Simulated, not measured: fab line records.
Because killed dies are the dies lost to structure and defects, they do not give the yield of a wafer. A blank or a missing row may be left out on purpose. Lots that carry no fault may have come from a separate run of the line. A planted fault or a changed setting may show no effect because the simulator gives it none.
Matching of chambers | flow n5 finfet | N5_FIN_SAQP_HM_DEP_03 on pecvd-02 has 3 sister chambers
The step deposits SiNx from SiH4/NH3/N2, target thk 38 nm, time 33.6 s. 3 wafers are shown with their chamber, then 11 later ones without.

== WAFERS, EACH WITH ITS CHAMBER ==
wafer  | chamber | showerhead plenum p Torr (Torr)
L085.1 | 1       | 5.16
L087.3 | 2       | 5.24
L091.1 | 0       | 5.05

== WAFERS WITHOUT THEIR CHAMBER ==
wafer  | showerhead plenum p Torr (Torr)
L091.2 | 5.15
L091.4 | 5.15
L095.4 | 5.14
L095.5 | 5.04
L095.6 | 5.22
L096.2 | 5.15
L096.3 | 5.24
L096.6 | 5.15
L097.1 | 5.16
L097.3 | 5.23
L097.4 | 5.14

== WHICH CHAMBER EACH ONE RAN IN ==
wafer  | from the rows above | in truth
L091.2 | 1                   | 1
L091.4 | 1                   | 1
L095.4 | 1                   | 1
L095.5 | 0                   | 0
L095.6 | 2                   | 2
L096.2 | 1                   | 1
L096.3 | 2                   | 2
L096.6 | 1                   | 1
L097.1 | 1                   | 1
L097.3 | 2                   | 2
L097.4 | 1                   | 1
Correctly placed: 11 of 11. Left unplaced by these rows: 0. 0 placed wrongly.
How it was worked out, from the rows above alone: a wafer's distance from a chamber is the root of the sum, over the readings, of the square of ((its reading less the chamber's mean) divided by the reading's scatter). If the next closest chamber is less than 2 further off than the closest, the wafer can't be placed; otherwise it belongs to the closest. The mean given for a chamber averages the wafers shown for that chamber. The scatter: root of mean squared gap, hidden wafer to nearest shown wafer, with one shown wafer a chamber.
